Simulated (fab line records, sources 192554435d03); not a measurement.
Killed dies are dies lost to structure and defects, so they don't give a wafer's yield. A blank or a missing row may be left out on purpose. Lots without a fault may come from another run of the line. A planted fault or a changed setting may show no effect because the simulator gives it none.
Chamber matching | flow n5_finfet | N5_BEOL_M7_ETCH_62 on rie_diel-06: 4 sister chambers
The step etches SOC in N2/H2, target depth 110 nm, overetch 22 nm, time 165 s. 4 wafers are shown with their chamber, then 10 later ones without.

WAFERS WITH THEIR CHAMBER
wafer  | chamber | showerhead_plenum_p_Torr (Torr)
L088.1 | 2       | 2.70
L088.6 | 0       | 2.61
L091.1 | 3       | 2.48
L091.3 | 1       | 2.36

WAFERS WITHOUT THEIR CHAMBER
wafer  | showerhead_plenum_p_Torr (Torr)
L091.5 | 2.36
L093.1 | 2.48
L093.4 | 2.69
L093.5 | 2.48
L096.2 | 2.69
L096.3 | 2.48
L096.5 | 2.48
L097.1 | 2.69
L097.3 | 2.60
L097.5 | 2.35

WHICH CHAMBER EACH WENT THROUGH
wafer  | from the rows above | in truth
L091.5 | 1                   | 1
L093.1 | 3                   | 3
L093.4 | 2                   | 2
L093.5 | 3                   | 3
L096.2 | 2                   | 2
L096.3 | 3                   | 3
L096.5 | 3                   | 3
L097.1 | 2                   | 2
L097.3 | 0                   | 0
L097.5 | 1                   | 1
Placed correctly: 10 of 10. Can't be placed from these rows: 0. Placed wrongly: 0.
How it was worked out, from the rows above alone: a wafer's distance from a chamber is the root of the sum, over the readings, of the square of ((its reading less the chamber's mean) divided by the reading's scatter). The wafer belongs to the nearest chamber; if the next one is less than 2 further off, it can't be placed. A chamber's mean is the mean of its shown wafers. The scatter: with one shown wafer a chamber, the root of the mean of the squares of how far each hidden wafer lies from its nearest shown one.
